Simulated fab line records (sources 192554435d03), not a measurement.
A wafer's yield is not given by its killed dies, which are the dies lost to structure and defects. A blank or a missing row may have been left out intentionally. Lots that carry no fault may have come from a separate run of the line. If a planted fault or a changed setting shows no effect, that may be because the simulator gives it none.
Matching of chambers + flow n5 finfet + N5_FIN_SAQP_ETCH_34 on rie diel-01: 4 sister chambers
The step etches SiO2 in C4F6/O2, target depth 45 nm, time 15 s. 4 wafers are shown with their chamber, then 11 later ones without.

== WAFERS WITH THEIR CHAMBER ==
| wafer  | chamber | drypump motor current A (A) |
|--------|---------|-----------------------------|
| L080.1 | 3       | 4.8                         |
| L083.2 | 2       | 5.7                         |
| L083.6 | 0       | 6.6                         |
| L084.1 | 1       | 5.7                         |

== WAFERS WHOSE CHAMBER IS MISSING ==
| wafer  | drypump motor current A (A) |
|--------|-----------------------------|
| L084.3 | 6.5                         |
| L084.6 | 5.7                         |
| L085.1 | 4.8                         |
| L085.2 | 5.7                         |
| L085.3 | 6.5                         |
| L090.1 | 4.8                         |
| L090.2 | 5.7                         |
| L090.6 | 4.8                         |
| L092.3 | 6.5                         |
| L092.4 | 6.6                         |
| L092.6 | 4.8                         |

== WHICH CHAMBER EACH ONE RAN IN ==
| wafer  | from the rows above     | in truth |
|--------|-------------------------|----------|
| L084.3 | 0                       | 0        |
| L084.6 | can't be placed: 1 or 2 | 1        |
| L085.1 | 3                       | 3        |
| L085.2 | can't be placed: 1 or 2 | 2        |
| L085.3 | 0                       | 0        |
| L090.1 | 3                       | 3        |
| L090.2 | can't be placed: 1 or 2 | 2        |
| L090.6 | 3                       | 3        |
| L092.3 | 0                       | 0        |
| L092.4 | 0                       | 0        |
| L092.6 | 3                       | 3        |
Correctly placed: 8 of 11. Not placeable from these rows: 3 (in 3, the candidates include the true chamber). Placed wrongly: 0.
How it was worked out, from the rows above alone: a wafer's distance from a chamber is the root of the sum, over the readings, of the square of ((its reading less the chamber's mean) divided by the reading's scatter). The wafer belongs to the nearest chamber; if the next one is less than 2 further off, it can't be placed. A chamber's mean is the mean of its shown wafers. The scatter: with one shown wafer a chamber, the root of the mean of the squares of how far each hidden wafer lies from its nearest shown one.
